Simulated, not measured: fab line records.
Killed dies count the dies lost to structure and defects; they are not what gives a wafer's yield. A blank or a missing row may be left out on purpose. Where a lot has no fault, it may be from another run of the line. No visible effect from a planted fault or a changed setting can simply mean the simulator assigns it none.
Struck lot and sound lot, side by side || flow n5-finfet || 39 out of 1938 route steps
Sound: wafers L888.1, L888.4, L888.6. Wafers L887.1, L887.2, L887.6 were the ones struck. Last of all comes the cause.
For every step that has rows: the tool of each side, followed by ch and its chambers, followed by its first start. Under that, the readings that differ: sound wafers || struck wafers || difference of the means || sigmas: that difference in standard deviations of wafers without a fault.
alike: words and numbers the same on both sides, and readings whose means are apart by under 2 such deviations; not compared: readings that were withheld, readings missing a value for some wafer, numbers with overlapping values and no deviation given by the record, and bounds like >300 which may hide the same value.
A row with sigmas, a row that says differs or no value, or rows on one side alone: a step with any of these is where the two part. Non-overlapping numbers with no deviation appear without sigmas and do not part them. A reading that every wafer of one side lacks parts them only if that side has two wafers or more.

first, 9 steps without rows for these wafers: N5_BEOL_M4_ANNEAL_95 (time 240 s); N5_BEOL_M4_SPUTTER_96 (material Cu, target thk 4.5 nm, time 8.29 s); N5_BEOL_M4_ECD_50 (material Cu, target thk 300 nm); N5_BEOL_M4_ANNEAL_51 (time 90 s); N5_BEOL_M4_CMP_52 (polishes, stops on SiOC, t overpolish 6.8 s, target thk 40 nm); N5_BEOL_M4_PRE_CLEAN_60 (time 15 s); N5_BEOL_M4_CO_CAP_55 (material Co, precursor CCTBA/H2, target thk 2 nm, time 102.1 s); N5_BEOL_M4_PRE_CLEAN_56 (time 15 s); N5_BEOL_M4_DEP_57 (deposits SiCN from 3MS/NH3, target thk 8 nm, time 14 s).
N5_BEOL_M4_RC_MEAS_101:
  sound on prober-02 ch 0, day 11 12:01; struck on prober-01 ch 0, day 11 06:53
  alike: DIBL_N, DIBL_P, IOFF_N, IOFF_P, ION_N, ION_P, SS_N, SS_P, VT_N, VT_P
then, 24 steps without rows for these wafers: N5_BEOL_M5_ILD_DEP_00 (deposits SiCOH lowk from DEMS/porogen, target thk 140.64 nm, time 25.9 s); N5_BEOL_M5_CURE_79 (cures SiCOH lowk, time 240 s); N5_BEOL_M5_PECVD_70 (deposits SiO2 from TEOS/O2, target thk 16 nm, time 18 s); N5_BEOL_M5_HM_DEP_02 (deposits TiN, target thk 20 nm); N5_BEOL_M5_COAT_59 (time 60 s, resist thk 60 nm); N5_BEOL_M5_COAT_60 (time 60 s, resist thk 12 nm); N5_BEOL_M5_COAT_71 (time 60 s, resist thk 5 nm); N5_BEOL_M5_COAT_05 (resist thk 30 nm); N5_BEOL_M5_EBR_07; N5_BEOL_M5_SOFTBAKE_06 (time 60 s); N5_BEOL_M5_EXPOSE_08 (exposes mask M5, target cd 28 nm); N5_BEOL_M5_PEB_09 (peb time 60 s); N5_BEOL_M5_DEVELOP_10 (develop time 30 s); N5_BEOL_M5_DESCUM_16 (chemistry O2, time 7 s); N5_BEOL_M5_ETCH_72 (etches underlayer in N2/H2, target depth 6.5 nm, time 5.2 s); N5_BEOL_M5_ETCH_61 (etches SiARC in CF4, target depth 15.6 nm, time 26 s); N5_BEOL_M5_ETCH_62 (etches SOC in N2/H2, target depth 75 nm, overetch 15 nm, time 112.5 s); N5_BEOL_M5_STRIP_63 (strips in N2/H2); N5_BEOL_M5_STRIP_73 (strips in N2/H2); N5_BEOL_M5_STRIP_64 (strips in CF4); N5_BEOL_M5_HM_OPEN_17 (chemistry Cl2/BCl3, target TiN, target depth 20 nm, overetch 6 nm); N5_BEOL_M5_STRIP_19 (strips in O2); N5_BEOL_M5_COAT_65 (time 60 s, resist thk 60 nm); N5_BEOL_M5_COAT_66 (time 60 s, resist thk 12 nm).
-- the record jumps here: 3 days lie between the struck wafers' starts before and after (it left off in module BEOL_M5 and takes up again in module BEOL_M10, whose first step shown is number 1530 of the route) --
N5_BEOL_M10_CMP_52: polishes, stops on SiCOH lowk, t overpolish 7 s, target thk 140 nm.
  sound on cmp-02 ch 1,2,3, day 13 18:32; struck on cmp-03 ch 0,1,3, day 13 21:12
  no value came back on the struck wafers for any of 7 readings (barrier-field-endpoint-s (s), clearing-platen-down-force-psi (psi) and others); on the sound wafers barrier-field-endpoint-s (s) reads 28.9 28.9 29.5
{"reading": "model.Cu_of_BEOL_M10_ECD_50.thk-nm (nm)", "sound": "137.8 136.8 137.4", "struck": "314 317.8 317.2", "difference": "+179", "sigmas": ""}
{"reading": "model.SiO2_of_BEOL_M10_PECVD_70.thk-nm (nm)", "sound": "0 0 0", "struck": "19.6 19.6 19.6", "difference": "+19.6", "sigmas": ""}
  not compared: pad-life-wafers
N5_BEOL_M10_THK_MEAS_53: measures by xrf.
  sound on film-metro-01 at day 13 18:47; struck on film-metro-01 at day 13 21:25
{"reading": "M10_THK (nm)", "sound": "137.1 136.1 136.9", "struck": "313.7 317.3 317.3", "difference": "+179.4", "sigmas": "+69"}
N5_BEOL_M10_RS_MEAS_57: uses a four-point probe to measure.
  sound on film-metro-01 at day 13 18:55; struck on film-metro-01 at day 13 21:34
{"reading": "M10_RS (ohm/sq)", "sound": "0.1534 0.1551 0.1537", "struck": "0.0610 0.0603 0.0605", "difference": -0.0935, "sigmas": -35}
N5_BEOL_M10_INSPECT_58: inspects for defects (darkfield).
  sound on defect-inspect-02 at day 13 18:56; struck on defect-inspect-01 at day 13 21:35
{"reading": "raw-defect-count", "sound": "65 56 53", "struck": "2388 2407 2527", "difference": "+2383", "sigmas": "+92"}
N5_PASSIVATION_PROBE_49:
  sound on prober-01 at day 16 07:57; struck on prober-02 at day 15 17:32
{"reading": "defect-limited-yield (%)", "sound": "88.1 89.8 91.4", "struck": "0 0 0", "difference": -90, "sigmas": -64}
{"reading": "killed_at_M4_up", "sound": "19 19 12", "struck": "1093 1105 1064", "difference": "+1071", "sigmas": "+99 or more"}
{"reading": "killed-dies", "sound": "140 120 101", "struck": "1180 1180 1180", "difference": "+1060", "sigmas": "+62"}
{"reading": "killed-on-rim", "sound": "20 17 14", "struck": "152 152 152", "difference": "+135", "sigmas": "+38"}
{"reading": "sort-n-pass", "sound": "1040 1060 1079", "struck": "0 0 0", "difference": -1060, "sigmas": -62}
{"reading": "sort-yield-pct (%)", "sound": "88.1 89.8 91.4", "struck": "0 0 0", "difference": -90, "sigmas": -64}
  alike: killed_at_M0_to_M3, killed-at-contacts, killed-at-front-end, killed-at-other, killed-open, killed-short, sort_bin_4_leakage, sort_bin_5_function, sort_bin_6_memory

WHERE THEY PART
Last at N5_PASSIVATION_PROBE_49 as far as this record goes, first at N5_BEOL_M10_CMP_52.

WHY: whatever the simulator had introduced
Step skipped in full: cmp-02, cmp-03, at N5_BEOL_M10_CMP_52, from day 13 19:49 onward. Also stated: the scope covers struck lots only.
